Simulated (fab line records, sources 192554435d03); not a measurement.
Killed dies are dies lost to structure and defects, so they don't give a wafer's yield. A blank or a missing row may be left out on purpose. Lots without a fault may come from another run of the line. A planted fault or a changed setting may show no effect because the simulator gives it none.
Which tool did it? | flow n5_finfet | 23 lots, 69 wafers sampled, at 6 steps of a route of 1938

WHAT THE GAUGES READ, wafer by wafer
N5_BEOL_M2_CD_MEAS_35: target cd 18 nm, target cd y 22.2 nm. Usual: cd_nm 17.9 nm, standard deviation 0.4.
lot  | measured     | on        | cd_nm (nm)     | flag
L075 | day 7 02:35  | cd_sem-03 | 17.3 17.6 18.3 |
L076 | day 7 03:19  | cd_sem-02 | 18.0 17.9 18.0 |
L077 | day 7 05:32  | cd_sem-01 | 18.2 18.5 18.2 |
L078 | day 8 00:49  | cd_sem-02 | 18.2 18.9 17.9 |
L079 | day 8 00:55  | cd_sem-01 | 17.6 17.8 18.0 |
L081 | day 8 18:56  | cd_sem-03 | 17.6 17.8 17.3 |
L080 | day 8 19:04  | cd_sem-02 | 18.3 17.8 17.9 |
L082 | day 8 23:43  | cd_sem-02 | 18.1 17.6 18.4 |
L083 | day 9 04:35  | cd_sem-02 | 18.4 17.8 18.3 |
L084 | day 9 07:46  | cd_sem-03 | 18.0 18.2 17.2 |
L085 | day 9 11:28  | cd_sem-03 | 18.3 18.2 17.9 |
L086 | day 10 00:49 | cd_sem-02 | 17.7 18.0 16.8 |
L087 | day 10 12:40 | cd_sem-03 | 17.9 18.1 18.6 |
L089 | day 10 17:57 | cd_sem-01 | 18.1 17.7 18.2 |
L088 | day 10 23:11 | cd_sem-02 | 18.4 17.7 17.9 |
L090 | day 11 03:26 | cd_sem-01 | 18.6 18.4 17.8 |
L091 | day 11 08:40 | cd_sem-03 | 17.9 17.5 17.4 |
L092 | day 11 11:07 | cd_sem-01 | 17.1 17.7 17.4 |
L095 | day 12 05:05 | cd_sem-01 | 17.6 17.9 18.3 |
L093 | day 12 13:54 | cd_sem-03 | 17.8 17.7 17.2 |
L094 | day 12 05:11 | cd_sem-03 | 18.4 18.2 17.5 |
L096 | day 12 23:13 | cd_sem-01 | 17.4 18.2 18.0 |
L097 | day 13 09:47 | cd_sem-02 | 18.1 18.4 18.4 |

WHICH TOOL RAN EACH LOT (tool, then ch and the chambers of the sampled wafers, then the start)
lot  | N5_BEOL_M1_ETCH_70                 | N5_BEOL_M1_ANNEAL_51             | N5_BEOL_M2_ETCH_64                 | N5_BEOL_M2_ETCHBACK_99             | N5_BEOL_M2_ETCH_41
L075 | rie_diel-04 ch 0,1, day 6 16:06    | rtp_anneal-01 ch 0, day 6 19:46  | rie_diel-01 ch 0,2, day 7 00:20    | rie_diel-06 ch 1,2,3, day 7 02:01  | rie_diel-06 ch 1,2,3, day 7 02:35 or earlier
L076 | rie_diel-04 ch 0,3, day 6 16:34    | rtp_anneal-02 ch 0, day 6 19:58  | rie_diel-01 ch 2,3, day 7 00:38    | rie_diel-02 ch 0,1, day 7 02:35    | rie_diel-02 ch 0,1, day 7 03:19 or earlier
L077 | rie_diel-03 ch 0,1,3, day 6 18:34  | rtp_anneal-01 ch 0, day 6 21:49  | rie_diel-01 ch 0,2,3, day 7 00:59  | rie_diel-02 ch 0,1, day 7 04:48    | rie_diel-02 ch 0,1, day 7 05:32 or earlier
L078 | rie_diel-04 ch 0,1,3, day 7 07:12  | rtp_anneal-01 ch 0, day 7 10:46  | rie_diel-06 ch 1,3, day 7 13:08    | rie_diel-02 ch 1,2,3, day 8 00:16  | rie_diel-02 ch 1,2,3, day 8 00:49 or earlier
L079 | rie_diel-03 ch 0,3, day 7 07:24    | rtp_anneal-02 ch 0, day 7 11:04  | rie_diel-02 ch 0,1, day 7 13:27    | rie_diel-01 ch 0,1,3, day 8 00:17  | rie_diel-01 ch 0,1,3, day 8 00:55 or earlier
L081 | rie_diel-04 ch 1,2, day 8 07:04    | rtp_anneal-02 ch 0, day 8 10:28  | rie_diel-02 ch 0,1,2, day 8 13:11  | rie_diel-01 ch 2,3, day 8 18:23    | rie_diel-01 ch 2,3, day 8 18:56 or earlier
L080 | rie_diel-03 ch 1,2, day 8 07:20    | rtp_anneal-01 ch 0, day 8 10:37  | rie_diel-06 ch 0,2,3, day 8 13:26  | rie_diel-02 ch 1,3, day 8 18:31    | rie_diel-02 ch 1,3, day 8 19:04 or earlier
L082 | rie_diel-04 ch 0,1,2, day 8 07:28  | rtp_anneal-02 ch 0, day 8 12:21  | rie_diel-06 ch 0,1,3, day 8 14:07  | rie_diel-01 ch 2,3, day 8 23:09    | rie_diel-01 ch 2,3, day 8 23:43 or earlier
L083 | rie_diel-05 ch 0,2,3, day 8 18:17  | rtp_anneal-01 ch 0, day 8 21:58  | rie_diel-06 ch 0,3, day 9 00:28    | rie_diel-01 ch 0,1, day 9 04:01    | rie_diel-01 ch 0,1, day 9 04:35 or earlier
L084 | rie_diel-04 ch 0,1, day 8 22:35    | rtp_anneal-01 ch 0, day 9 02:10  | rie_diel-06 ch 1,2, day 9 05:07    | rie_diel-02 ch 0,1, day 9 07:13    | rie_diel-02 ch 0,1, day 9 07:46 or earlier
L085 | rie_diel-03 ch 0,3, day 9 03:50    | rtp_anneal-01 ch 0, day 9 07:40  | rie_diel-01 ch 0,2,3, day 9 09:30  | rie_diel-06 ch 0,1, day 9 10:53    | rie_diel-06 ch 0,1, day 9 11:28 or earlier
L086 | rie_diel-04 ch 0,1,3, day 9 16:54  | rtp_anneal-01 ch 0, day 9 20:13  | rie_diel-06 ch 1,3, day 9 22:26    | rie_diel-01 ch 1,2,3, day 10 00:16 | rie_diel-01 ch 1,2,3, day 10 00:49 or earlier
L087 | rie_diel-03 ch 0,2,3, day 9 21:11  | rtp_anneal-01 ch 0, day 10 03:57 | rie_diel-01 ch 0,1,2, day 10 07:46 | rie_diel-01 ch 0,1,2, day 10 12:06 | rie_diel-01 ch 0,1,2, day 10 12:40 or earlier
L089 | rie_diel-05 ch 0,1,2, day 10 03:19 | rtp_anneal-01 ch 0, day 10 06:52 | rie_diel-06 ch 0,3, day 10 09:02   | rie_diel-02 ch 0,3, day 10 17:22   | rie_diel-02 ch 0,3, day 10 17:57 or earlier
L088 | rie_diel-03 ch 0,3, day 10 03:25   | rtp_anneal-02 ch 0, day 10 07:01 | rie_diel-01 ch 0,1,3, day 10 09:07 | rie_diel-06 ch 1,2,3, day 10 22:38 | rie_diel-06 ch 1,2,3, day 10 23:11 or earlier
L090 | rie_diel-03 ch 0,2,3, day 10 17:32 | rtp_anneal-02 ch 0, day 10 22:50 | rie_diel-06 ch 1,2,3, day 11 00:37 | rie_diel-02 ch 0,2,3, day 11 02:53 | rie_diel-02 ch 0,2,3, day 11 03:26 or earlier
L091 | rie_diel-03 ch 0,2,3, day 10 22:54 | rtp_anneal-01 ch 0, day 11 02:25 | rie_diel-01 ch 1,2,3, day 11 04:42 | rie_diel-06 ch 0,3, day 11 08:07   | rie_diel-06 ch 0,3, day 11 08:40 or earlier
L092 | rie_diel-03 ch 0,2,3, day 10 23:35 | rtp_anneal-02 ch 0, day 11 03:59 | rie_diel-02 ch 0,2,3, day 11 07:40 | rie_diel-02 ch 0,2,3, day 11 10:34 | rie_diel-02 ch 0,2,3, day 11 11:07 or earlier
L095 | rie_diel-03 ch 0,1,3, day 11 10:31 | rtp_anneal-01 ch 0, day 11 14:15 | rie_diel-02 ch 1,2,3, day 11 17:48 | rie_diel-02 ch 0,1,3, day 12 04:32 | rie_diel-02 ch 0,1,3, day 12 05:05 or earlier
L093 | rie_diel-04 ch 0,1, day 11 11:55   | rtp_anneal-01 ch 0, day 12 02:34 | rie_diel-01 ch 0,3, day 12 05:34   | rie_diel-06 ch 0,2, day 12 13:21   | rie_diel-06 ch 0,2, day 12 13:54 or earlier
L094 | rie_diel-04 ch 0,3, day 11 16:58   | rtp_anneal-02 ch 0, day 11 20:09 | rie_diel-06 ch 0,2,3, day 11 21:56 | rie_diel-01 ch 0,1,2, day 12 04:38 | rie_diel-01 ch 0,1,2, day 12 05:11 or earlier
L096 | rie_diel-03 ch 0,2, day 12 04:35   | rtp_anneal-01 ch 0, day 12 07:58 | rie_diel-01 ch 0,1,3, day 12 10:06 | rie_diel-01 ch 1,2, day 12 22:40   | rie_diel-01 ch 1,2, day 12 23:13 or earlier
L097 | rie_diel-04 ch 0,3, day 12 07:50   | rtp_anneal-02 ch 0, day 12 11:50 | rie_diel-01 ch 1,2,3, day 12 14:31 | rie_diel-06 ch 2,3, day 13 09:14   | rie_diel-06 ch 2,3, day 13 09:47 or earlier
- N5_BEOL_M1_ETCH_70: etches SOC in N2/H2, target depth 80 nm, overetch 16 nm, time 120 s.
- N5_BEOL_M1_ANNEAL_51: time 90 s.
- N5_BEOL_M2_ETCH_64: etches SOC in N2/H2, target depth 75 nm, overetch 22.5 nm, time 121.9 s.
- N5_BEOL_M2_ETCHBACK_99: etches SiO2 in CHF3, target depth 5 nm, time 10.4 s.
- N5_BEOL_M2_ETCH_41: etches SiCN in CH3F/O2, target depth 29.9 nm, time 52.5 s.

WHAT THE TOOLS THEMSELVES READ (means of the sampled wafers that have a number; where no wafer has one, the mark that the record gives instead)
N5_BEOL_M1_ETCH_70. Usual: drypump_motor_current_A 5.6 A, standard deviation 0.44; oes_product_au 0.59 a.u., standard deviation 0.061; rf_vpp_V 523.9 V, standard deviation 2; showerhead_plenum_p_Torr 2.54 Torr, standard deviation 0.064; throttle_valve_pct 17.88 %, standard deviation 0.21.
lot  | tool        | drypump_motor_current_A (A) | oes_product_au (a.u.) | rf_vpp_V (V) | showerhead_plenum_p_Torr (Torr) | throttle_valve_pct (%) | flag
L075 | rie_diel-04 | 6.0                         | 0.58                  | 524.0        | 2.54                            | 18.00                  |
L076 | rie_diel-04 | 5.4                         | 0.55                  | 523.4        | 2.51                            | 17.86                  |
L077 | rie_diel-03 | 5.4                         | 0.61                  | 524.2        | 2.55                            | 17.86                  |
L078 | rie_diel-04 | 5.6                         | 0.57                  | 523.2        | 2.53                            | 17.96                  |
L079 | rie_diel-03 | 5.5                         | 0.63                  | 524.2        | 2.53                            | 17.87                  |
L081 | rie_diel-04 | 5.9                         | 0.58                  | 522.5        | 2.50                            | 18.02                  |
L080 | rie_diel-03 | 5.1                         | 0.57                  | 524.0        | 2.54                            | 17.75                  |
L082 | rie_diel-04 | 6.0                         | 0.57                  | 522.0        | 2.50                            | 18.02                  |
L083 | rie_diel-05 | 5.6                         | 0.57                  | 524.2        | 2.56                            | 17.88                  |
L084 | rie_diel-04 | 6.0                         | 0.58                  | 523.8        | 2.54                            | 18.02                  |
L085 | rie_diel-03 | 5.6                         | 0.60                  | 525.8        | 2.59                            | 17.96                  |
L086 | rie_diel-04 | 5.6                         | 0.56                  | 522.8        | 2.52                            | 17.97                  |
L087 | rie_diel-03 | 5.4                         | 0.65                  | 525.3        | 2.57                            | 17.74                  |
L089 | rie_diel-05 | 5.5                         | 0.55                  | 524.5        | 2.56                            | 17.86                  |
L088 | rie_diel-03 | 5.5                         | 0.62                  | 524.2        | 2.53                            | 17.90                  |
L090 | rie_diel-03 | 5.4                         | 0.64                  | 525.6        | 2.56                            | 17.74                  |
L091 | rie_diel-03 | 5.4                         | 0.64                  | 524.7        | 2.56                            | 17.74                  |
L092 | rie_diel-03 | 5.4                         | 0.64                  | 523.8        | 2.56                            | 17.75                  |
L095 | rie_diel-03 | 5.4                         | 0.59                  | 524.1        | 2.54                            | 17.91                  |
L093 | rie_diel-04 | 5.7                         | 0.58                  | 523.3        | 2.54                            | 18.09                  |
L094 | rie_diel-04 | 5.8                         | 0.62                  | 521.9        | 2.51                            | 17.84                  |
L096 | rie_diel-03 | 5.4                         | 0.66                  | 523.1        | 2.51                            | 17.68                  |
L097 | rie_diel-04 | 5.4                         | 0.67                  | 522.6        | 2.49                            | 17.64                  |

N5_BEOL_M1_ANNEAL_51. Usual: wafer_temp_C_max 226.3, standard deviation 0.71.
lot  | tool          | wafer_temp_C_max | flag
L075 | rtp_anneal-01 | 227.0            |
L076 | rtp_anneal-02 | 225.5            |
L077 | rtp_anneal-01 | 227.3            |
L078 | rtp_anneal-01 | 226.5            |
L079 | rtp_anneal-02 | 225.5            |
L081 | rtp_anneal-02 | 225.6            |
L080 | rtp_anneal-01 | 226.7            |
L082 | rtp_anneal-02 | 225.8            |
L083 | rtp_anneal-01 | 226.7            |
L084 | rtp_anneal-01 | 226.8            |
L085 | rtp_anneal-01 | 227.1            |
L086 | rtp_anneal-01 | 226.5            |
L087 | rtp_anneal-01 | 226.9            |
L089 | rtp_anneal-01 | 227.0            |
L088 | rtp_anneal-02 | 225.5            |
L090 | rtp_anneal-02 | 225.6            |
L091 | rtp_anneal-01 | 226.6            |
L092 | rtp_anneal-02 | 225.5            |
L095 | rtp_anneal-01 | 226.6            |
L093 | rtp_anneal-01 | 226.9            |
L094 | rtp_anneal-02 | 225.3            |
L096 | rtp_anneal-01 | 227.0            |
L097 | rtp_anneal-02 | 225.8            |

N5_BEOL_M2_ETCH_64. Usual: drypump_motor_current_A 5.6 A, standard deviation 0.51; oes_product_au 0.64 a.u., standard deviation 0.067; rf_vpp_V 523.6 V, standard deviation 2.4; showerhead_plenum_p_Torr 2.53 Torr, standard deviation 0.087; throttle_valve_pct 17.71 %, standard deviation 0.2.
lot  | tool        | drypump_motor_current_A (A) | oes_product_au (a.u.) | rf_vpp_V (V) | showerhead_plenum_p_Torr (Torr) | throttle_valve_pct (%) | flag
L075 | rie_diel-01 | 5.7                         | 0.58                  | 523.4        | 2.53                            | 17.75                  |
L076 | rie_diel-01 | 5.8                         | 0.66                  | 523.7        | 2.50                            | 17.73                  |
L077 | rie_diel-01 | 5.7                         | 0.62                  | 523.1        | 2.52                            | 17.74                  |
L078 | rie_diel-06 | 5.1                         | 0.64                  | 523.7        | 2.53                            | 17.50                  |
L079 | rie_diel-02 | 5.4                         | 0.53                  | 519.9        | 2.40                            | 17.85                  |
L081 | rie_diel-02 | 5.5                         | 0.60                  | 522.5        | 2.51                            | 17.83                  |
L080 | rie_diel-06 | 5.4                         | 0.69                  | 526.2        | 2.60                            | 17.70                  |
L082 | rie_diel-06 | 5.3                         | 0.68                  | 525.2        | 2.59                            | 17.57                  |
L083 | rie_diel-06 | 5.4                         | 0.70                  | 524.3        | 2.57                            | 17.51                  |
L084 | rie_diel-06 | 5.3                         | 0.63                  | 524.8        | 2.57                            | 17.86                  |
L085 | rie_diel-01 | 5.7                         | 0.66                  | 523.1        | 2.51                            | 17.60                  |
L086 | rie_diel-06 | 5.2                         | 0.65                  | 522.4        | 2.51                            | 17.47                  |
L087 | rie_diel-01 | 5.9                         | 0.67                  | 522.9        | 2.51                            | 17.65                  |
L089 | rie_diel-06 | 5.5                         | 0.69                  | 526.1        | 2.64                            | 17.63                  |
L088 | rie_diel-01 | 6.3                         | 0.64                  | 522.2        | 2.51                            | 17.78                  |
L090 | rie_diel-06 | 5.2                         | 0.63                  | 523.7        | 2.54                            | 17.69                  |
L091 | rie_diel-01 | 6.0                         | 0.68                  | 522.1        | 2.49                            | 17.65                  |
L092 | rie_diel-02 | 5.8                         | 0.58                  | 522.9        | 2.52                            | 17.87                  |
L095 | rie_diel-02 | 5.8                         | 0.64                  | 524.9        | 2.61                            | 17.67                  |
L093 | rie_diel-01 | 6.0                         | 0.60                  | 522.4        | 2.51                            | 17.77                  |
L094 | rie_diel-06 | 5.4                         | 0.65                  | 526.1        | 2.59                            | 17.76                  |
L096 | rie_diel-01 | 6.3                         | 0.63                  | 522.9        | 2.50                            | 17.80                  |
L097 | rie_diel-01 | 6.0                         | 0.67                  | 522.4        | 2.48                            | 17.66                  |

N5_BEOL_M2_ETCHBACK_99. Usual: drypump_motor_current_A 5.7 A, standard deviation 0.52; oes_f_703_au 0.83 a.u., standard deviation 0.1; oes_product_au 0.83 a.u., standard deviation 0.11; rf_vpp_V 238 V, standard deviation 4.2; showerhead_plenum_p_Torr 2.13 Torr, standard deviation 0.083; throttle_valve_pct 16.98 %, standard deviation 0.22.
lot  | tool        | drypump_motor_current_A (A) | oes_f_703_au (a.u.) | oes_product_au (a.u.) | rf_vpp_V (V) | showerhead_plenum_p_Torr (Torr) | throttle_valve_pct (%) | flag
L075 | rie_diel-06 | 5.2                         | 0.88                | 0.88                  | 242          | 2.15                            | 16.88                  |
L076 | rie_diel-02 | 5.5                         | 0.72                | 0.71                  | 235          | 2.04                            | 17.10                  |
L077 | rie_diel-02 | 5.5                         | 0.72                | 0.71                  | 235          | 2.04                            | 17.10                  |
L078 | rie_diel-02 | 5.8                         | 0.77                | 0.77                  | 240          | 2.13                            | 17.00                  |
L079 | rie_diel-01 | 6.2                         | 0.88                | 0.90                  | 237          | 2.14                            | 17.06                  |
L081 | rie_diel-01 | 5.5                         | 0.97                | 0.96                  | 241          | 2.12                            | 16.71                  |
L080 | rie_diel-02 | 5.8                         | 0.67                | 0.67                  | 238          | 2.04                            | 17.11                  |
L082 | rie_diel-01 | 5.4                         | 0.96                | 0.95                  | 242          | 2.11                            | 16.71                  |
L083 | rie_diel-01 | 6.5                         | 0.88                | 0.89                  | 237          | 2.13                            | 17.07                  |
L084 | rie_diel-02 | 5.5                         | 0.71                | 0.70                  | 235          | 2.04                            | 17.14                  |
L085 | rie_diel-06 | 5.3                         | 0.91                | 0.90                  | 236          | 2.25                            | 16.86                  |
L086 | rie_diel-01 | 6.0                         | 0.92                | 0.92                  | 240          | 2.11                            | 16.89                  |
L087 | rie_diel-01 | 5.9                         | 0.87                | 0.87                  | 238          | 2.13                            | 16.93                  |
L089 | rie_diel-02 | 6.2                         | 0.70                | 0.69                  | 235          | 2.03                            | 16.95                  |
L088 | rie_diel-06 | 5.2                         | 0.83                | 0.83                  | 241          | 2.14                            | 16.94                  |
L090 | rie_diel-02 | 5.9                         | 0.77                | 0.76                  | 237          | 2.12                            | 17.00                  |
L091 | rie_diel-06 | 5.4                         | 0.91                | 0.90                  | 236          | 2.16                            | 16.73                  |
L092 | rie_diel-02 | 5.9                         | 0.77                | 0.75                  | 237          | 2.12                            | 16.99                  |
L095 | rie_diel-02 | 5.8                         | 0.78                | 0.77                  | 237          | 2.12                            | 16.96                  |
L093 | rie_diel-06 | 5.5                         | 0.85                | 0.84                  | 237          | 2.20                            | 17.14                  |
L094 | rie_diel-01 | 6.0                         | 0.84                | 0.84                  | 238          | 2.12                            | 16.95                  |
L096 | rie_diel-01 | 6.2                         | 0.88                | 0.88                  | 239          | 2.10                            | 16.93                  |
L097 | rie_diel-06 | 5.4                         | 0.86                | 0.83                  | 238          | 2.12                            | 16.89                  |

N5_BEOL_M2_ETCH_41. Usual: drypump_motor_current_A 5.7 A, standard deviation 0.52; oes_product_au 0.83 a.u., standard deviation 0.11; rf_vpp_V 296.9 V, standard deviation 1.6; showerhead_plenum_p_Torr 1.98 Torr, standard deviation 0.077; throttle_valve_pct 16.23 %, standard deviation 0.22.
lot  | tool        | drypump_motor_current_A (A) | oes_product_au (a.u.) | rf_vpp_V (V) | showerhead_plenum_p_Torr (Torr) | throttle_valve_pct (%) | flag
L075 | rie_diel-06 | 5.2                         | 0.87                  | 297.3        | 2.00                            | 16.14                  |
L076 | rie_diel-02 | 5.5                         | 0.70                  | 296.6        | 1.90                            | 16.38                  |
L077 | rie_diel-02 | 5.5                         | 0.71                  | 295.9        | 1.90                            | 16.38                  |
L078 | rie_diel-02 | 5.8                         | 0.78                  | 296.6        | 1.98                            | 16.25                  |
L079 | rie_diel-01 | 6.3                         | 0.89                  | 295.6        | 1.99                            | 16.30                  |
L081 | rie_diel-01 | 5.5                         | 0.96                  | 297.0        | 1.96                            | 15.96                  |
L080 | rie_diel-02 | 5.8                         | 0.67                  | 295.6        | 1.90                            | 16.39                  |
L082 | rie_diel-01 | 5.4                         | 0.96                  | 296.7        | 1.96                            | 15.95                  |
L083 | rie_diel-01 | 6.5                         | 0.88                  | 296.0        | 1.98                            | 16.31                  |
L084 | rie_diel-02 | 5.5                         | 0.70                  | 295.6        | 1.89                            | 16.43                  |
L085 | rie_diel-06 | 5.3                         | 0.89                  | 298.8        | 2.09                            | 16.11                  |
L086 | rie_diel-01 | 6.0                         | 0.92                  | 297.0        | 1.96                            | 16.15                  |
L087 | rie_diel-01 | 5.9                         | 0.86                  | 297.2        | 1.97                            | 16.16                  |
L089 | rie_diel-02 | 6.2                         | 0.68                  | 295.8        | 1.89                            | 16.24                  |
L088 | rie_diel-06 | 5.2                         | 0.84                  | 297.6        | 1.99                            | 16.20                  |
L090 | rie_diel-02 | 5.8                         | 0.76                  | 297.3        | 1.97                            | 16.26                  |
L091 | rie_diel-06 | 5.3                         | 0.90                  | 297.7        | 2.01                            | 15.99                  |
L092 | rie_diel-02 | 5.9                         | 0.75                  | 296.4        | 1.97                            | 16.26                  |
L095 | rie_diel-02 | 5.8                         | 0.77                  | 296.6        | 1.97                            | 16.23                  |
L093 | rie_diel-06 | 5.5                         | 0.84                  | 298.5        | 2.05                            | 16.39                  |
L094 | rie_diel-01 | 5.9                         | 0.85                  | 296.4        | 1.97                            | 16.19                  |
L096 | rie_diel-01 | 6.2                         | 0.87                  | 296.1        | 1.95                            | 16.18                  |
L097 | rie_diel-06 | 5.4                         | 0.84                  | 296.8        | 1.97                            | 16.14                  |

THE ANSWER, worked out from the rows above alone
Rule: a lot is off if the mean of its wafers that have a number lies more than 3 standard deviations from the usual mean. A lot without any number at a reading at which 4 lots or more have one is off too. The other lots that the step has rows for count as sound. The gauges are gone through in route order, then the tools' own readings, and for those a lot's mean is taken as printed above. The first step at which some lot is off is used, and at that step the reading that is off furthest; a lot without a number counts as furthest.
No lot is off at any reading shown: from this, nothing can be told.

WHAT THE SIMULATOR HAD PUT IN
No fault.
